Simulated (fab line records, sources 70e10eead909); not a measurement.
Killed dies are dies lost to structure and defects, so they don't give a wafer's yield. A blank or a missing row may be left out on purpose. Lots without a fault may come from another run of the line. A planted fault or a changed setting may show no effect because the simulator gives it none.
fab line records | flow nand_harc
record lots=7 wafers=19 last_day=32
route steps=1302 shown A_CONTACT@1086 END@1302
lots that met no fault: from a run of the same line without faults
start_h: hours from the record's first day to the start of the lot's first wafer shown | wait_h: hours since the lot's step before | " the same as in the row above | L1.1+2: a row that stands for several wafers | - no value, or no start given | * or withheld: withheld | < > ~ a bound
route shown NAME@n: a module of which the file shows steps, and the number in the route of the first | usual: mean/standard deviation of fault-free wafers | same: alike in all rows | chamber/n: place in a boat | sites: the reading at each site | _std_site: their standard deviation | _edge_site: outer sites' mean less inner sites' | radius_mm: how far each site lies from the wafer's centre | mask NAME#n: copy n | behind: the tool/chamber that last shaped the wafer | hold: why the lot was held/for how many hours/how that ended | device: the transistor (n, p or np) that didn't switch | end of line: the same wafers' tests at the end of the route | a step without rows: its recipe alone | killed: dies lost to structure and defects at the first sort, not the wafer's yield | map: a wafer's dies, x killed, . not, _ none there
set.NAME: the setting as run; set.NAME@STEP: as run at that earlier step | model.NAME: the simulator's own value behind a step, which no gauge read
lots at some steps of the route; a table a step, a row a wafer
services: from which hour (start_h, from the record's first day; less than 0 if before it) a tool's chamber was out of use, for how many hours, and why
## steps
# step NHARC_A_CONTACT_ETCH_134
# recipe source_w=withheld pressure_mtorr=20 bias_v=withheld time_s=140 target_depth_a=7000 ar_flow_sccm=withheld c4f8_flow_sccm=withheld o2_flow_sccm=withheld chemistry=C4F8/O2/Ar
# usual run_length_s=141.2/0.38
# same time_s=140
# columns lot.wafer tool chamber start_h wait_h rf_hours_counter_h run_length_s
L196.2 har_cap_etch-01 1 535.38 - 6 140.5
L196.3 " 1 " " - 140.8
L196.5 " 1 " " - 141.0
L199.2 har_cap_etch-01 0 551.52 - 9 141.6
L199.3 " 0 " " - 141.4
L199.6 " 1 " " - 140.3
L203.4 har_cap_etch-02 0 598.81 - - 141.7
L203.5 " 1 " " - 140.8
L203.6 " 0 " " - 141.1
L211.2 har_cap_etch-02 1 685.71 - 116 141.1
L211.3 " 1 " " - 140.9
L211.5 " 1 " " - 141.0
L212.1 har_cap_etch-01 1 692.22 - 34 140.4
L212.6 " 1 " " - 140.4
L213.5 har_cap_etch-02 1 693.90 - - 140.9
L213.6 " 0 " " - 141.5
L216.2 har_cap_etch-02 0 723.08 - 121 141.5
L216.3 " 1 " " - 141.3
L216.6 " 0 " " - 141.0
# step NHARC_A_CONTACT_ETCH_135
# recipe source_w=withheld pressure_mtorr=20 bias_v=1200 time_s=311 target_depth_a=19120 ar_flow_sccm=withheld c4f8_flow_sccm=withheld o2_flow_sccm=withheld chemistry=C4F8/O2/Ar
# usual run_length_s=311/0
# same time_s=311
# columns lot.wafer tool chamber start_h wait_h rf_hours_counter_h run_length_s
L196.2 har_cap_etch-01 1 535.58 0.2 6 311
L196.3 " 1 " " - 311
L196.5 " 1 " " - 311
L199.2 har_cap_etch-01 0 551.72 0.2 9 311
L199.3 " 0 " " - 311
L199.6 " 1 " " - 311
L203.4 har_cap_etch-02 0 599.05 0.2 - 311
L203.5 " 1 " " - 311
L203.6 " 0 " " - 311
L211.2 har_cap_etch-02 1 685.91 0.2 116 311
L211.3 " 1 " " - 311
L211.5 " 1 " " - 311
L212.1 har_cap_etch-01 1 692.43 0.2 34 311
L212.6 " 1 " " - 311
L213.5 har_cap_etch-02 1 694.15 0.2 - 311
L213.6 " 0 " " - 311
L216.2 har_cap_etch-02 0 723.30 0.2 121 311
L216.3 " 1 " " - 311
L216.6 " 0 " " - 311
# step NHARC_A_CONTACT_ETCH_136
# recipe source_w=withheld pressure_mtorr=20 bias_v=1200 time_s=311 target_depth_a=19120 ar_flow_sccm=withheld c4f8_flow_sccm=withheld o2_flow_sccm=withheld chemistry=C4F8/O2/Ar
# usual run_length_s=311/0
# same time_s=311
# columns lot.wafer tool chamber start_h wait_h rf_hours_counter_h run_length_s
L196.2 har_cap_etch-01 1 535.86 0.2 6 311
L196.3 " 1 " " - 311
L196.5 " 1 " " - 311
L199.2 har_cap_etch-01 0 552.04 0.3 9 311
L199.3 " 0 " " - 311
L199.6 " 1 " " - 311
L203.4 har_cap_etch-02 0 599.32 0.2 - 311
L203.5 " 1 " " - 311
L203.6 " 0 " " - 311
L211.2 har_cap_etch-02 1 686.17 0.2 116 311
L211.3 " 1 " " - 311
L211.5 " 1 " " - 311
L212.1 har_cap_etch-01 1 692.70 0.2 34 311
L212.6 " 1 " " - 311
L213.5 har_cap_etch-02 1 694.42 0.2 - 311
L213.6 " 0 " " - 311
L216.2 har_cap_etch-02 0 723.57 0.2 121 311
L216.3 " 1 " " - 311
L216.6 " 0 " " - 311
# step NHARC_A_CONTACT_ETCH_137
# recipe source_w=withheld pressure_mtorr=20 bias_v=1200 time_s=311 target_depth_a=19120 ar_flow_sccm=withheld c4f8_flow_sccm=withheld o2_flow_sccm=withheld chemistry=C4F8/O2/Ar
# step NHARC_A_CONTACT_ETCH_138
# recipe source_w=withheld pressure_mtorr=20 bias_v=1200 time_s=311 target_depth_a=19140 ar_flow_sccm=withheld c4f8_flow_sccm=withheld o2_flow_sccm=withheld chemistry=C4F8/O2/Ar
# step NHARC_A_CONTACT_ETCH_139
# recipe source_w=withheld pressure_mtorr=20 bias_v=400 time_s=195 target_depth_a=8400 ar_flow_sccm=withheld c4f8_flow_sccm=11.5 o2_flow_sccm=7.2 chemistry=C4F8/O2/Ar
# usual run_length_s=226.1/0.38
# same time_s=195
# columns lot.wafer tool chamber start_h wait_h rf_hours_counter_h run_length_s
L196.2 har_cap_etch-01 1 536.67 0.2 7 225.4
L196.3 " 1 " " - 225.4
L196.5 " 1 " " - 225.9
L199.2 har_cap_etch-01 0 552.85 0.2 10 226.6
L199.3 " 0 " " - 226.3
L199.6 " 1 " " - 225.3
L203.4 har_cap_etch-02 0 600.13 0.2 - 226.0
L203.5 " 1 " " - 226.1
L203.6 " 0 " " - 226.1
L211.2 har_cap_etch-02 1 686.99 0.2 117 226.0
L211.3 " 1 " " - 226.3
L211.5 " 1 " " - 226.4
L212.1 har_cap_etch-01 1 693.52 0.2 35 225.5
L212.6 " 1 " " - 225.9
L213.5 har_cap_etch-02 1 695.24 0.2 - 226.3
L213.6 " 0 " " - 226.5
L216.2 har_cap_etch-02 0 724.39 0.2 122 226.0
L216.3 " 1 " " - 226.7
L216.6 " 0 " " - 226.3
# step NHARC_A_CONTACT_ETCH_92
# recipe target_depth_a=400 over_etch_frac=0.5 time_s=85.7 ion_energy_ev=120 ch3f_flow_sccm=50 o2_flow_sccm=30 ar_flow_sccm=200 rf_w=500 bias_w=100 chemistry=CH3F/O2
# step NHARC_A_CONTACT_ETCH_98
# recipe target_depth_a=200 over_etch_frac=0.5 time_s=10 ion_energy_ev=250 c4f6_flow_sccm=25 o2_flow_sccm=20 ar_flow_sccm=500 rf_w=600 bias_w=500 chemistry=C4F6/O2
# usual drypump_motor_current_A=5.8/0.45 oes_product_au=0.958/0.024 rf_vpp_V=547/3.5 run_length_s=31.0/0.33 showerhead_plenum_p_Torr=3.96/0.16 throttle_valve_pct=26.904/0.0097
# same time_s=10
# columns lot.wafer tool chamber start_h wait_h drypump_motor_current_A oes_product_au rf_hours_counter_h rf_vpp_V run_length_s showerhead_plenum_p_Torr throttle_valve_pct
L196.2 rie_diel-08 1 - - 6.0 1.000 33 545 30.7 3.84 26.913
L196.3 " 2 " " 5.3 1.008 30 546 30.9 3.91 26.901
L196.5 " 3 " " 5.8 0.998 - 540 31.5 3.70 26.917
L199.2 rie_diel-04 0 - - 5.4 0.968 3 545 31.4 3.82 26.922
L199.3 " 2 " " 6.3 0.957 3 552 31.6 4.19 26.897
L199.6 " 1 " " 6.1 0.969 - 552 31.3 4.19 26.903
L203.4 rie_diel-08 2 - - 5.3 0.931 7 546 31.2 3.90 26.911
L203.6 " 3 " " 5.8 0.949 - 542 31.0 3.70 26.876
L203.5 " 0 " " 6.4 0.961 - 553 30.7 4.21 26.904
L211.3 rie_diel-04 2 - - 6.3 0.932 48 551 31.2 4.16 26.916
L211.2 " 3 " " 6.1 0.948 42 550 31.3 4.09 26.906
L211.5 " 1 " " 6.0 0.939 - 552 31.4 4.16 26.895
L212.1 rie_diel-08 0 - - 6.4 1.014 15 552 30.3 4.20 26.889
L212.6 " 3 " " 5.8 1.004 - 542 31.3 3.69 26.923
L213.6 rie_diel-02 0 - - 6.7 0.930 - 549 31.1 3.98 26.903
L213.5 " 1 " " 5.0 0.924 - 546 31.4 3.87 26.900
L216.2 rie_diel-04 0 725.44 0.1 5.4 1.011 1 544 31.2 3.79 26.889
L216.3 " 1 " " 6.0 0.985 1 551 32.0 4.15 26.915
L216.6 " 1 " " 6.0 0.995 - 553 31.2 4.15 26.904
# step NHARC_A_CONTACT_CD_MEAS_15
# usual cd_nm=190.2/0.57
# columns lot.wafer tool chamber start_h wait_h cd_nm
L196.2 cd_sem-02 - 537.47 - 190.4
L196.3 " - " " 189.8
L196.5 " - " " 190.7
L199.2 cd_sem-01 - 553.94 - 190.1
L199.3 " - " " 190.9
L199.6 " - " " 190.7
L203.4 cd_sem-03 - 600.78 - 190.9
L203.5 " - " " 190.8
L203.6 " - " " 191.1
L211.2 cd_sem-02 - 687.77 - 189.8
L211.3 " - " " 190.3
L211.5 " - " " 190.9
L212.1 cd_sem-03 - 694.24 - 190.0
L212.6 " - " " 191.0
L213.5 cd_sem-02 - 695.84 - 189.3
L213.6 " - " " 188.8
L216.2 cd_sem-01 - 725.53 - 190.3
L216.3 " - " " 190.3
L216.6 " - " " 190.7
# step NHARC_A_CONTACT_STRIP_107
# recipe n2_flow_sccm=150 h2_flow_sccm=150 ar_flow_sccm=0 bias_w=0 chemistry=N2/H2
# step NHARC_A_CONTACT_STRIP_108
# recipe cf4_flow_sccm=100 chf3_flow_sccm=30 ar_flow_sccm=0 bias_w=0 chemistry=CF4/CHF3
# step NHARC_A_CONTACT_STRIP_109
# recipe o2_flow_sccm=400 cos_flow_sccm=20 ar_flow_sccm=0 bias_w=0 chemistry=O2/COS
# step NHARC_A_CONTACT_ETCH_110
# recipe target_depth_a=600 overetch_a=60 time_s=33 ion_energy_ev=100 cf4_flow_sccm=80 o2_flow_sccm=20 ar_flow_sccm=0 rf_w=300 bias_w=100 chemistry=CF4/O2
# usual cf4_flow_sccm=80.01/0.22 drypump_motor_current_A=5.8/0.43 oes_product_au=0.998/0.0093 rf_vpp_V=198.0/1.6 run_length_s=54.3/0.38 showerhead_plenum_p_Torr=1.35/0.063 throttle_valve_pct=13.398/0.0081
# columns lot.wafer tool chamber start_h wait_h cf4_flow_sccm drypump_motor_current_A oes_product_au rf_hours_counter_h rf_vpp_V run_length_s showerhead_plenum_p_Torr throttle_valve_pct
L196.2 rie_diel-08 1 537.97 0.1 80.01 5.9 0.982 33 196.3 53.8 1.30 13.391
L196.3 " 3 " " 79.92 5.8 0.999 27 197.2 54.2 1.25 13.399
L196.5 " 1 " " 80.23 5.9 0.998 - 198.2 53.7 1.30 13.399
L199.2 rie_diel-04 1 554.30 0.1 80.28 6.0 0.996 3 199.4 54.5 1.43 13.404
L199.3 " 0 " " 79.98 5.3 1.005 3 197.5 54.3 1.30 13.391
L199.6 " 1 " " 80.00 6.0 0.987 - 200.6 54.8 1.43 13.401
L203.4 rie_diel-08 3 601.07 0.1 80.13 5.8 0.997 7 195.2 54.2 1.25 13.391
L203.5 " 1 " " 79.88 5.9 0.992 - 197.3 54.4 1.30 13.402
L203.6 " 2 " " 80.30 5.3 0.985 - 199.2 54.4 1.33 13.399
L211.2 rie_diel-08 1 688.06 0.1 80.05 5.9 1.003 20 197.2 53.7 1.30 13.393
L211.3 " 2 " " 79.89 5.3 0.995 25 197.1 54.7 1.32 13.396
L211.5 " 0 " " 79.97 6.4 1.007 - 200.4 50.2 1.44 13.399
L212.1 rie_diel-08 2 694.54 0.1 80.05 5.3 0.981 26 197.3 54.9 1.32 13.402
L212.6 " 0 " " 80.02 6.4 1.011 - 200.9 50.3 1.44 13.391
L213.6 rie_diel-08 3 696.14 0.1 80.32 5.8 1.004 - 197.2 50.4 1.25 13.397
L213.5 " 0 " " 80.03 6.4 1.012 - 201.1 49.8 1.44 13.408
L216.3 rie_diel-02 2 725.82 0.1 79.84 5.5 0.998 52 195.9 54.2 1.32 13.395
L216.2 " 3 " " 80.09 5.6 0.996 48 198.1 54.0 1.35 13.401
L216.6 " 2 " " 80.10 5.5 0.997 - 198.2 54.5 1.32 13.402
# step NHARC_A_CONTACT_STRIP_26
# recipe o2_flow_sccm=500 ar_flow_sccm=0 bias_w=0 chemistry=O2
# step NHARC_END_SORT_01
# recipe temp_c=25
# usual killed_at_array=56/19 killed_at_other=1.0/1.3 killed_at_periphery=3.8/2.2 killed_dies=61/19 killed_open=3.1/1.9 killed_short=2.3/1.5
# same gross_dies=677
# columns lot.wafer tool chamber start_h wait_h killed_at_array killed_at_other killed_at_periphery killed_dies killed_open killed_short
L211.5 prober-01 0 743.61 3.7 620 0 3 623 2 1
L212.6 prober-02 0 746.87 4.0 626 0 5 631 3 1
L213.5 prober-01 0 751.46 3.7 618 0 3 621 1 3
L213.6 prober-01 0 752.27 4.0 642 1 5 648 3 0
# killed by level:class
L211.5 A_CONTACT:area_etch=571 A_CHANNEL_HOLE_D2:chamber_film_flake=21 A_SLIT:chamber_film_flake=8 A_STAIRCASE:chamber_film_flake=7 P_ZERO_WELL:chamber_film_flake=3 A_CHANNEL_HOLE_D1:chamber_film_flake=3 A_SGD_CUT:chamber_film_flake=2 A_CONTACT:chamber_film_flake=2
L212.6 A_CONTACT:area_etch=590 A_CHANNEL_HOLE_D1:chamber_film_flake=9 A_CONTACT:chamber_film_flake=6 A_CHANNEL_HOLE_D2:chamber_film_flake=4 A_STAIRCASE:chamber_film_flake=4 A_ZERO_WELL:chamber_film_flake=3 A_SLIT:chamber_film_flake=3 P_BONDPAD:chamber_film_flake=2
L213.5 A_CONTACT:area_etch=514 A_SLIT:chamber_film_flake=32 A_CHANNEL_HOLE_D1:chamber_film_flake=30 A_CHANNEL_HOLE_D2:chamber_film_flake=28 A_CONTACT:chamber_film_flake=4 A_STAIRCASE:chamber_film_flake=2 A_SGD_CUT:chamber_film_flake=2 A_BLC:chamber_film_flake=2
L213.6 A_CONTACT:area_etch=555 A_CHANNEL_HOLE_D1:chamber_film_flake=30 A_SLIT:chamber_film_flake=30 A_CHANNEL_HOLE_D2:chamber_film_flake=19 P_ZERO_WELL:chamber_film_flake=3 A_CONTACT:chamber_film_flake=3 A_STAIRCASE:chamber_film_flake=2 P_M0:geometric_particle:open=1
# map L211.5 (x killed, . not)
____________x____________
_________xxxxxxx_________
_______xxxxxxxxxxx_______
______xxxxxxxxxxxxx______
_____xxxxxxxxxxxxxxx_____
____xxxxxxxxxxxxxxxxx____
____xxxxxxxxxxxxxxxxx____
___xxxxxxxxxxxxxxxxxxx___
___xxxxxxxxxxx.xxxxxxx___
__xxxxxxx.xx.x.xxxxxxxx__
__xxxxxxxxxx.x.xxxxxxxx__
_xxxxxxxxxxxxxx..xxxxxxx_
_xxxxxxxx..xxxxxxxxxxxxx_
_xxxxxxx.xxx...xx.xxxxxx_
_xxxxxxx...xxxxx.x.xxxxx_
_xxxxxxx...xxxxxx.xx.xxx_
xxxxxxx.xxxxx.xxxxxxxxxxx
xxxxxx.x......x.xxxxxxxxx
xxxxxxxxx.xxxxxx.xxxxxxxx
xxxxxxx.x.xxxx.xxxxxxxxxx
xxxxxxxxxxx.xxxxxxxxxxxxx
_xxxxxxx..xxxx.xxxxx.xxx_
_xxxxxxxxxx...x..xxxxxxx_
_xxxxxxxxx.xxxxxxxxxxxxx_
_xxxxxxxxxxxxxxx.xxxxxxx_
_xxxxxxxxxxxxxxx.xxxxxxx_
__xxxxxxxxxxxxxxxxxxxxx__
__xxxxxxxxxxxxxxxx.xxxx__
___xxxxxxxxxxxxxxxxxxx___
___xxxxxxxxxxxxxxxxxxx___
____xxxxxxxxxxxxxxxxx____
____xxxxxxxxxxxxxxxxx____
_____xxxxxxxxxxxxxxx_____
______xxxxxxxxxxxxx______
_______xxxxxxxxxxx_______
_________xxxxxxx_________
____________x____________
# map L212.6 (x killed, . not)
____________x____________
_________xxxxxxx_________
_______xxxxxxxxxxx_______
______xxxxxxxxxxxxx______
_____xxxxxxxxxxxxxxx_____
____xxxxxxxxxx.xxxxxx____
____xxxxxxxx.xxxxxxxx____
___xxxxxxxxxxxxxxxxxxx___
___xxxxxxx.x.xx..xxxxx___
__xxxxxxxxxxxxxxxxxxxxx__
__xxxxxxxxxxx.xxxxxxxxx__
_xxxxxxxxxxx.x.xxxxxxxxx_
_xxxxxxxxxxxx.xxxxxxxxxx_
_xxxxxxxxxxx.xxx.xxx.xxx_
_xxxxxxxxxxx.xxxxxxx.xxx_
_xxxxxxxxxxxxxx.xxx..x.x_
xxxxxxx.x.xxx.xx.xxxxxxxx
xxxxxxxxxxx.x.xx.xxxxxxxx
xxxxxxxxx.x.x...xx.xxxxxx
xxxxxxxx.xxx.x.xx.xxxxxxx
xxxxxxxxxx.xxxx.xxxxxxxxx
_xxxxxxxxxxxxxxx.xxxxxxx_
_xxxxxxxxxxxxxx.xx.xxxxx_
_xxxxxxx.xxxxx.xxxxxxxxx_
_xxxxxxxxxxxxxxxxxxxxxxx_
_xxxxxxxxxxxxxxxxxxx.xxx_
__xxxxxxxxxxxxxxxxxxxxx__
__xxxxxxxxxxxxxxxxxxxxx__
___xxxxxxxxxxxx.xxxxxx___
___xxxxxxxxx.xxxxxxxxx___
____xxxxxxxxxxxxxxxxx____
____xxxxxxxxxxxxxxxxx____
_____xxxxxxxxxxxxxxx_____
______xxxxxxxxxxxxx______
_______xxxxxxxxxxx_______
_________xxxxxxx_________
____________x____________
## services
# columns tool chamber start_h hours kind
har_cap_etch-01 0 515.26 - clean
har_cap_etch-01 0 515.26 - consumable_replace:focus_ring
har_cap_etch-01 1 515.26 - clean
har_cap_etch-01 1 515.26 - consumable_replace:focus_ring
rie_diel-08 0 524.61 - clean
rie_diel-08 1 524.61 - clean
rie_diel-08 2 524.61 - clean
rie_diel-08 3 524.61 - clean
har_cap_etch-02 - 535.22 0.4 repair
rie_diel-04 - 536.33 9.0 pm
rie_diel-08 - 545.53 9.0 pm
rie_diel-08 0 545.53 9.0 vent_cycle
rie_diel-08 1 545.53 9.0 vent_cycle
rie_diel-08 2 545.53 9.0 vent_cycle
rie_diel-02 - 574.52 9.0 pm
rie_diel-08 0 646.93 37.9 repair
rie_diel-08 1 666.00 16.1 repair
rie_diel-04 3 673.68 6.7 repair
rie_diel-08 - 709.20 1.4 repair
rie_diel-04 - 711.55 0.3 repair
rie_diel-04 - 713.38 9.0 pm
rie_diel-02 0 716.50 3.6 repair
rie_diel-02 3 717.51 2.5 repair
rie_diel-08 - 722.84 9.0 pm
## key
first_sign step=NHARC_A_CONTACT_ETCH_110 reading=run_length_s direction=down sigmas=11 usual=* struck=*
effect step=NHARC_END_SORT_01 reading=killed_at_array direction=up sigmas=31 usual=56 struck=626
more_kills_born_at NHARC_A_CONTACT_ETCH_110@rie_diel-08=2230
met_at NHARC_A_CONTACT_ETCH_110
struck_wafers L211.5,L212.6,L213.5,L213.6
later_rows_left_out L211.5,L212.6,L213.5,L213.6
tester_left_out L211,L212,L213
onset_between 601.07 688.06
fault kind=process_parameter_drift tool=rie_diel-08 chamber=- onset_h=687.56 steps=NHARC_A_CONTACT_ETCH_110 channel=time_s offset=* shape=step end_h=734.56 scope=struck_wafers_only acts_in=* stated=*
# tester_left_out: of these lots the tester's yield and bins aren't shown, on N5 and GAA mostly nor the transistor test; their killed dies are dies lost to structure and defects alone, not to doping, threshold or leakage, so they don't give the yield
# later_rows_left_out: the simulator's readings of these wafers behind a module that went badly wrong aren't trusted and aren't shown, but for the sort
